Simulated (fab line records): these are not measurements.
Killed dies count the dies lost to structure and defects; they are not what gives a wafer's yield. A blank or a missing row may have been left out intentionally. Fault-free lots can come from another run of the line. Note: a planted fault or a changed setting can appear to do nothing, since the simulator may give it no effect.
Which tool did it?    flow nand_harc    at 1 step of a route of 1302, 14 lots with 42 wafers sampled

WHAT THE GAUGES SHOWED, per wafer
NHARC_P_M1_OVL_MEAS_10: pitch 260 nm. Usual: overlay_x_nm 0.2 nm, standard deviation 0.74; overlay_y_nm 0.3 nm, standard deviation 0.77.
lot   measured      on          overlay_x_nm (nm)  overlay_y_nm (nm)  flag
L903  day 6 18:30   overlay-01  -0.3 -0.4 -0.3     1.6 2.0 1.5        
L904  day 6 22:21   overlay-02  0.8 1.0 0.7        0.3 0.0 0.4        
L905  day 7 16:25   overlay-01  -0.6 -0.4 -0.6     1.2 1.3 1.3        
L907  day 8 07:31   overlay-01  0.3 0.3 0.5        -0.4 -0.4 0.0      
L909  day 9 04:43   overlay-01  0.2 0.5 0.0        0.5 -0.1 0.1       
L910  day 9 10:16   overlay-02  -1.1 -0.1 -0.5     -0.5 -0.7 -0.1     
L912  day 10 10:03  overlay-02  0.3 -0.3 0.3       0.5 0.9 1.1        
L916  day 12 07:19  overlay-01  -0.7 -0.1 -0.7     2.1 1.8 1.8        
L919  day 13 06:46  overlay-01  0.3 -0.2 0.1       -0.8 -0.5 -1.0     
L920  day 13 23:38  overlay-02  1.3 1.5 1.8        0.4 0.3 0.6        
L922  day 14 13:17  overlay-02  0.3 0.5 0.6        -0.2 0.1 -0.1      
L923  day 15 03:45  overlay-02  2.5 1.8 1.6        0.1 -0.1 -0.1      
L924  day 15 12:33  overlay-01  0.7 0.2 -0.1       0.8 0.1 0.3        
L925  day 15 23:02  overlay-02  0.7 0.6 0.8        -0.4 0.4 -0.4      

TOOL THAT RAN EACH LOT (tool first, then ch and the chambers of the sampled wafers, then the start)
The record shows no process step preceding these readings.

AS READ BY THE TOOLS THEMSELVES (means over the sampled wafers that have a number; for cases with no such wafer, the mark the record gives instead)
The record holds no such reading with a usual standard deviation.

THE ANSWER, worked out from the rows above alone
Rule: a lot is off if the mean of its wafers that have a number lies more than 3 standard deviations from the usual mean. Also off: a lot with no number at a reading for which 4 or more lots have one. Where the step has rows for the other lots, those lots are counted as sound. Order of review: gauges by route order, followed by the tools' own readings, for which a lot's mean as printed above is used. The first step at which some lot is off is used, and at that step the reading that is off furthest; a lot without a number counts as furthest.
No lot is off at any reading shown: from this, nothing can be told.

WHAT HAD BEEN PUT IN BY THE SIMULATOR
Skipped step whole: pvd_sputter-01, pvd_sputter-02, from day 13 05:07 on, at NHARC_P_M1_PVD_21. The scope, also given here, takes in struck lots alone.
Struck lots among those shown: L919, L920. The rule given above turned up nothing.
